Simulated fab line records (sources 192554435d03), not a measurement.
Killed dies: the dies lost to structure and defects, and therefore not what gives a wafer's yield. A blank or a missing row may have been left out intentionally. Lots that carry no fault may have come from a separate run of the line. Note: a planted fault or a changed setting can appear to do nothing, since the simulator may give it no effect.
Matching of chambers	flow n5Finfet	rieSi-02 running N5_SDB_CUT_ETCH_26: 4 sister chambers
The step etches Si in HBr/Cl2/O2, target depth 129.6 nm, bt time 20 s, time 51.8 s. 20 wafers are shown with their chamber, then 10 later ones without.

WAFERS, EACH WITH ITS CHAMBER
wafer	chamber	throttleValvePct (%)	drypumpMotorCurrentA (A)	heBacksideLeakSccm (sccm)
L074.1	3	37.10	5.5	2.66
L074.4	0	36.85	6.2	2.97
L074.5	3	37.11	5.5	2.68
L080.3	0	36.83	6.3	3.04
L080.4	1	37.54	6.3	2.70
L080.5	0	36.84	6.3	2.97
L081.2	3	37.13	5.6	2.69
L081.3	0	36.85	6.3	3.18
L081.5	3	37.11	5.6	2.67
L083.2	3	37.10	5.6	2.54
L083.5	2	37.38	6.0	2.67
L083.6	3	37.12	5.6	2.57
L085.2	3	37.10	5.5	2.55
L085.5	3	37.12	5.6	2.57
L085.6	2	37.38	6.0	2.62
L088.1	1	37.54	6.3	2.67
L088.3	2	37.39	6.0	2.58
L088.4	3	37.10	5.6	2.64
L091.2	0	36.83	6.3	2.84
L091.3	3	37.11	5.6	2.61

SIGNATURES (means of the wafers above)
reading	chamber 0	chamber 1	chamber 2	chamber 3	scatter within a chamber
throttleValvePct	36.8400	37.5400	37.3833	37.1100	0.00957
drypumpMotorCurrentA	6.280	6.300	6.000	5.570	0.0426
heBacksideLeakSccm	3.0000	2.6850	2.6233	2.6180	0.0772
Rule: a wafer lies at a distance from a chamber equal to the root of the sum of squares, over the readings, of (its reading less the chamber's mean, divided by the reading's scatter). If the next closest chamber is less than 2 further off than the closest, the wafer can't be placed; otherwise it belongs to the closest. The scatter is the square root of a quotient: the sum, over the shown wafers, of each reading's squared deviation from its chamber's mean, divided by wafers minus chambers.

WAFERS MISSING THEIR CHAMBER
wafer	throttleValvePct (%)	drypumpMotorCurrentA (A)	heBacksideLeakSccm (sccm)
L091.6	37.39	6.0	2.71
L092.1	37.55	6.3	2.52
L092.2	36.84	6.3	2.92
L092.3	37.11	5.6	2.58
L095.2	36.83	6.2	3.01
L095.3	37.11	5.6	2.62
L095.4	37.37	6.0	2.60
L096.2	37.39	6.0	2.60
L096.4	37.11	5.6	2.56
L096.6	36.84	6.3	2.99

THE CHAMBER EACH PASSED THROUGH
wafer	from the rows above	in truth
L091.6	2	2
L092.1	1	1
L092.2	0	0
L092.3	3	3
L095.2	0	0
L095.3	3	3
L095.4	2	2
L096.2	2	2
L096.4	3	3
L096.6	0	0
Placed correctly: 10 of 10. From these rows, 0 cannot be placed. Wrongly placed: 0.
